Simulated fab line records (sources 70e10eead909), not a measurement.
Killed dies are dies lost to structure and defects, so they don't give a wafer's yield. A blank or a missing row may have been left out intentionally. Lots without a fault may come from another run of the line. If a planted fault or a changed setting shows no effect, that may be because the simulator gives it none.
The tool behind it: which one?	flow nand_harc	11 lots with 33 wafers sampled at 6 steps, on a route of 1302 steps

WHAT THE GAUGES SHOWED, per wafer
NHARC_A_M0_CD_MEAS_09 targets a cd of 80 nm.
lot	measured	on	cd_nm (nm)
L605	day 22 09:22	cd_sem-02	79.8 79.7 79.9
L606	day 22 10:44	cd_sem-02	79.5 79.9 78.8
L607	day 23 17:50	cd_sem-02	79.7 79.4 79.6
L611	day 25 05:43	cd_sem-02	80.5 79.1 79.4
L612	day 25 21:26	cd_sem-01	80.2 80.7 80.6
L616	day 26 16:36	cd_sem-02	79.3 79.7 79.5
L618	day 27 19:40	cd_sem-02	80.1 79.3 79.1
L620	day 28 07:40	cd_sem-03	79.9 80.1 79.6
L624	day 30 04:40	cd_sem-03	80.0 80.6 80.8
L623	day 30 05:59	cd_sem-02	80.5 80.5 80.5
L626	day 31 06:46	cd_sem-02	80.3 80.4 80.1

NHARC_A_M0_THK_MEAS_24: measures by xrf.
lot	measured	on	thk_nm (nm)
L605	day 22 11:52	film_metro-01	115.9 115.2 115.3
L606	day 22 13:15	film_metro-02	113.1 112.7 112.7
L607	day 23 20:20	film_metro-01	115.4 113.8 112.6
L611	day 25 08:14	film_metro-01	108.4 107.2 107.6
L612	day 25 23:59	film_metro-01	107.2 105.6 104.9
L616	day 26 19:11	film_metro-01	114.0 115.3 113.2
L618	day 27 22:11	film_metro-01	112.7 114.0 113.9
L620	day 28 10:10	film_metro-01	112.2 114.5 114.2
L624	day 30 07:14	film_metro-01	113.3 113.9 114.6
L623	day 30 08:33	film_metro-01	114.0 113.3 113.8
L626	day 31 09:29	film_metro-02	110.9 113.2 114.0

NHARC_END_SORT_01.
lot	measured	on	defect_limited_yield (%)	killed_at_array	killed_at_other	killed_at_periphery	killed_dies	killed_open	killed_short	sort_bin_2_pct (%)	sort_bin_3_pct (%)	sort_bin_4_pct (%)	sort_n_pass	sort_rim_yield_pct (%)	sort_yield_pct (%)
L605	day 24 07:56	prober-02	97.5 96.3 95.7	14 21 26	0 0 0	3 4 3	17 25 29	2 3 4	1 1 4	1.2 1.3 0.9	0 0 0.4	1.3 2.4 3.0	660 652 648	97 95 94	97.5 96.3 95.7
L606	day 24 04:23	prober-01	92.3 90.3 91.0	50 62 57	1 1 1	1 3 3	52 66 61	5 5 2	6 2 1	1.9 3.0 1.5	0.9 1.0 0.6	4.9 5.8 6.9	625 611 616	87 89 82	92.3 90.3 91.0
L607	day 25 08:26	prober-01	91.0 91.9 90.3	58 54 64	0 0 0	3 1 2	61 55 66	5 3 5	1 1 2	3.5 3.1 3.0	0.6 0.6 1.2	4.9 4.4 5.6	616 622 611	90 87 91	91.0 91.9 90.3
L611	day 26 21:25	prober-02	92.0 93.8 91.6	44 33 53	1 2 2	9 7 2	54 42 57	5 1 2	1 6 2	2.4 2.4 3.5	0.3 0.1 0.9	5.3 3.7 4.0	623 635 620	89 92 99	92.0 93.8 91.6
L612	day 31 23:00	prober-01	90.1 92.0 89.4	55 52 64	2 1 2	10 1 6	67 54 72	6 2 5	2 2 0	3.8 2.4 3.7	0.4 0.3 0.7	5.6 5.3 6.2	610 623 605	91 86 91	90.1 92.0 89.4
L616	day 32 17:05	prober-02	94.7 94.2 95.4	32 36 29	0 0 0	4 3 2	36 39 31	5 1 2	2 0 2	1.9 2.1 0.9	0.3 0.1 0.3	3.1 3.5 3.4	641 638 646	91 92 92	94.7 94.2 95.4
L618	day 32 22:28	prober-01	89.7 90.7 91.3	61 51 51	0 0 0	9 12 8	70 63 59	0 2 8	1 5 3	3.4 4.4 3.0	0.9 0.1 1.0	6.1 4.7 4.7	607 614 618	90 85 88	89.7 90.7 91.3
L620	day 33 06:16	prober-01	95.3 94.4 93.4	28 32 37	0 1 2	4 5 6	32 38 45	1 6 6	1 0 2	1.8 1.8 2.1	0.1 0.1 0.4	2.8 3.7 4.1	645 639 632	87 93 89	95.3 94.4 93.4
L624	day 33 17:13	prober-02	91.9 93.2 92.6	52 35 44	1 2 0	2 9 6	55 46 50	1 5 1	4 3 3	2.5 2.2 1.9	0.3 0.6 1.0	5.3 4.0 4.4	622 631 627	86 86 86	91.9 93.2 92.6
L623	day 33 21:54	prober-01	91.7 93.4 92.8	53 44 47	0 0 0	3 1 2	56 45 49	5 1 5	0 2 2	3.4 2.1 2.8	0.3 0.6 0.6	4.6 4.0 3.8	621 632 628	91 87 90	91.7 93.4 92.8
L626	day 34 00:11	prober-02	90.5 88.3 89.8	62 70 62	0 0 0	2 9 7	64 79 69	1 7 1	1 3 3	3.4 5.2 3.5	0.9 0.9 1.5	5.2 5.6 5.2	613 598 608	82 83 87	90.5 88.3 89.8

TOOL THAT RAN EACH LOT (tool first, then ch and the chambers of the sampled wafers, then the start)
lot	NHARC_A_BLC_DEGAS_30	NHARC_A_M0_ETCH_34	NHARC_A_M0_CMP_23
L605	pvd_sputter-01, day 22 07:10	rie_diel-08 ch 0,2,3, day 22 09:39	cmp-02 ch 1,2, day 22 11:33
L606	pvd_sputter-02, day 22 08:31	rie_diel-12 ch 0,1,3, day 22 11:01	cmp-04 ch 1,2, day 22 12:56
L607	pvd_sputter-03, day 23 15:30	rie_diel-08 ch 0,1,3, day 23 18:07	cmp-02 ch 0,2, day 23 20:03
L611	pvd_sputter-03, day 25 03:31	rie_diel-06 ch 0,1,2, day 25 05:59	cmp-02 ch 0,1,2, day 25 07:56
L612	pvd_sputter-02, day 25 19:07	rie_diel-06 ch 1,2,3, day 25 21:44	cmp-02 ch 0,1,2, day 25 23:44
L616	pvd_sputter-02, day 26 13:53	rie_diel-12 ch 0,1,3, day 26 16:55	cmp-01 ch 1,2,3, day 26 18:55
L618	pvd_sputter-03, day 27 17:23	rie_diel-12 ch 1,3, day 27 19:56	cmp-04 ch 1,2,3, day 27 21:54
L620	pvd_sputter-01, day 28 04:58	rie_diel-08 ch 0,1,3, day 28 07:57	cmp-02 ch 1,2,3, day 28 09:56
L624	pvd_sputter-01, day 30 02:31	rie_diel-06 ch 2,3, day 30 04:57	cmp-01 ch 1,2,3, day 30 06:56
L623	pvd_sputter-03, day 30 03:42	rie_diel-06 ch 2,3, day 30 06:17	cmp-04 ch 1,3, day 30 08:16
L626	pvd_sputter-03, day 31 04:31	rie_diel-08 ch 0,3, day 31 07:03	cmp-04 ch 1,2, day 31 09:10
- NHARC_A_BLC_DEGAS_30: time 60 s.
- NHARC_A_M0_ETCH_34: etches the open film in N2/H2, target depth 40 nm, overetch 12 nm, time 43.94 s.
- NHARC_A_M0_CMP_23: polishes, t overpolish 20 s, target thk 113.75 nm.

WHAT THE TOOLS THEMSELVES READ (means of the sampled wafers that have a number; where no wafer has one, the mark that the record gives instead)
NHARC_A_BLC_DEGAS_30.
lot	tool	heater_power_w (W)
L605	pvd_sputter-01	434
L606	pvd_sputter-02	444
L607	pvd_sputter-03	479
L611	pvd_sputter-03	481
L612	pvd_sputter-02	410
L616	pvd_sputter-02	428
L618	pvd_sputter-03	449
L620	pvd_sputter-01	520
L624	pvd_sputter-01	420
L623	pvd_sputter-03	502
L626	pvd_sputter-03	501

NHARC_A_M0_ETCH_34.
lot	tool	drypump_motor_current_A (A)	oes_product_au (a.u.)	rf_vpp_V (V)	showerhead_plenum_p_Torr (Torr)	throttle_valve_pct (%)
L605	rie_diel-08	5.8	1.000	430.8	2.04	14.165
L606	rie_diel-12	6.2	1.016	429.7	2.01	14.175
L607	rie_diel-08	5.6	0.993	431.4	2.05	14.179
L611	rie_diel-06	5.9	0.999	432.5	2.11	14.171
L612	rie_diel-06	5.8	1.005	433.2	2.13	14.174
L616	rie_diel-12	6.2	1.003	428.7	2.01	14.172
L618	rie_diel-12	6.1	0.999	430.0	2.03	14.169
L620	rie_diel-08	5.6	0.995	430.7	2.05	14.181
L624	rie_diel-06	5.9	1.002	432.4	2.12	14.165
L623	rie_diel-06	5.9	0.998	433.2	2.12	14.173
L626	rie_diel-08	5.6	0.996	428.8	2.00	14.174

NHARC_A_M0_CMP_23.
lot	tool	motor_current_A (A)	time_to_endpoint_s (s)
L605	cmp-02	11.2	32.7
L606	cmp-04	11.5	32.0
L607	cmp-02	11.8	28.9
L611	cmp-02	10.9	14.2
L612	cmp-02	10.8	16.5
L616	cmp-01	12.3	29.6
L618	cmp-04	11.7	29.9
L620	cmp-02	10.9	30.8
L624	cmp-01	11.9	28.2
L623	cmp-04	11.6	27.3
L626	cmp-04	11.8	28.0

THE ANSWER, worked out from the rows above alone
Rule: the lots themselves supply what counts as usual. Put in order of their means at a reading, lots are off if they are a third of the lots or fewer, leave a main group of 4 or more, and stand apart from it by a gap of 3 or more times the standard deviation of the main group's means; of several such gaps the widest counts. If all means in a main group match to the digits the tables above print for the reading, that group is not used. Also off: a lot with no number at a reading for which 4 or more lots have one. Any other lot the step has rows for is counted as sound. Order of review: gauges by route order, followed by the tools' own readings, for which a lot's mean as printed above is used. The first step at which some lot is off is used, and at that step the reading that is off furthest; a lot without a number counts as furthest.
Off at NHARC_A_M0_THK_MEAS_24 (thk_nm): L611, L612. Mean 113.8 nm and standard deviation 0.76 in the main group.
If a tool, at a process step before that reading, ran all the lots that are off and no sound lot after the first of them, it fits. Not tried: the gauges at NHARC_A_M0_THK_MEAS_24; whatever is off there is also off at NHARC_A_M0_CMP_23, on other tools, and gauge error can't account for it. Of those tried, none fits.

WHAT THE SIMULATOR HAD INSERTED
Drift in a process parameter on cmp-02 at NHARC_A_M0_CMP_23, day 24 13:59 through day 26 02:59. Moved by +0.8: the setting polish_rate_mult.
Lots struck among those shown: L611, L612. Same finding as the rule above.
